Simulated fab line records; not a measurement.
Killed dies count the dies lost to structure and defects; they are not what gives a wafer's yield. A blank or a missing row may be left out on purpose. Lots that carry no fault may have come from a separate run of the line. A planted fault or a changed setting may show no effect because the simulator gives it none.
One fault seen from 3 desks	flow nand_harc	numbers are kept per desk, each desk with only its own; the story behind them comes last

THE TOOL OWNER'S DESK: pvd_sputter-03
The tool's own readings at NHARC_P_M2_PVD_21 (deposits Cu, target thk 30 nm, time 20.49 s): means of the sampled wafers that have a number, for each lot that ran on this tool. A lot is out of limits, marked OUT, if its mean lies more than 4 standard deviations from the usual mean; the brackets give that distance.
Columns: A = throttle_valve_pct at NHARC_P_M2_PVD_21, usual 29.8 %
lot	first seen here	A
L787	day 6 09:10	29.3
L792	day 7 08:34	30.4
L797	day 8 21:48	29.3
L798	day 8 22:46	29.9
This desk's verdict: no lot among the 4 shows anything out of limits.

AT THE METROLOGY DESK
What the gauges read, lot by lot, whatever tool the lot ran on: means of the sampled wafers that have a number. A lot is out of limits, marked OUT, if its mean lies more than 4 standard deviations from the usual mean; the brackets give that distance.
Columns: A = cd_nm at NHARC_P_BONDPAD_CD_MEAS_09, usual 500.0 nm
lot	first seen here	A
L787	day 6 12:16	500.8
L792	day 7 11:34	502.4
L797	day 9 00:48	501.5
L800	day 9 15:47	503.2
L798	day 9 18:07	501.2
L801	day 9 21:42	499.8
L802	day 10 02:02	500.9
L803	day 10 02:48	497.4
L805	day 10 12:29	500.1
L806	day 10 23:05	499.2
L807	day 11 00:58	500.8
L810	day 11 21:42	500.5
L809	day 12 02:35	501.6
This desk's verdict: no lot among the 13 shows anything out of limits.

THE DEFECT DESK
Inspection counts along the route, by lot: the mean over sampled wafers that carry a number. A lot is out of limits, marked OUT, if its mean lies more than 4 standard deviations from the usual mean; the brackets give that distance.
Columns: A = raw_defect_count at NHARC_P_M1_INSPECT_27, usual 328
lot	first seen here	A
L787	day 6 06:19	424
L792	day 7 05:38	200
L797	day 8 18:56	380
L798	day 8 19:56	234
L800	day 9 09:55	196
L801	day 9 15:35	214
L802	day 9 20:14	259
L803	day 9 20:33	250
L805	day 10 06:31	432
L806	day 10 17:05	192
L807	day 10 18:58	373
L810	day 11 15:18	348
L809	day 11 20:13	323
This desk's verdict: no lot among the 13 shows anything out of limits.

TAKEN TOGETHER
The desk of the tool owner found nothing out of limits.
From the metrology desk's view, nothing was out of limits.
Nothing the defect desk looked at was out of limits.

WHAT THE SIMULATOR PUT IN
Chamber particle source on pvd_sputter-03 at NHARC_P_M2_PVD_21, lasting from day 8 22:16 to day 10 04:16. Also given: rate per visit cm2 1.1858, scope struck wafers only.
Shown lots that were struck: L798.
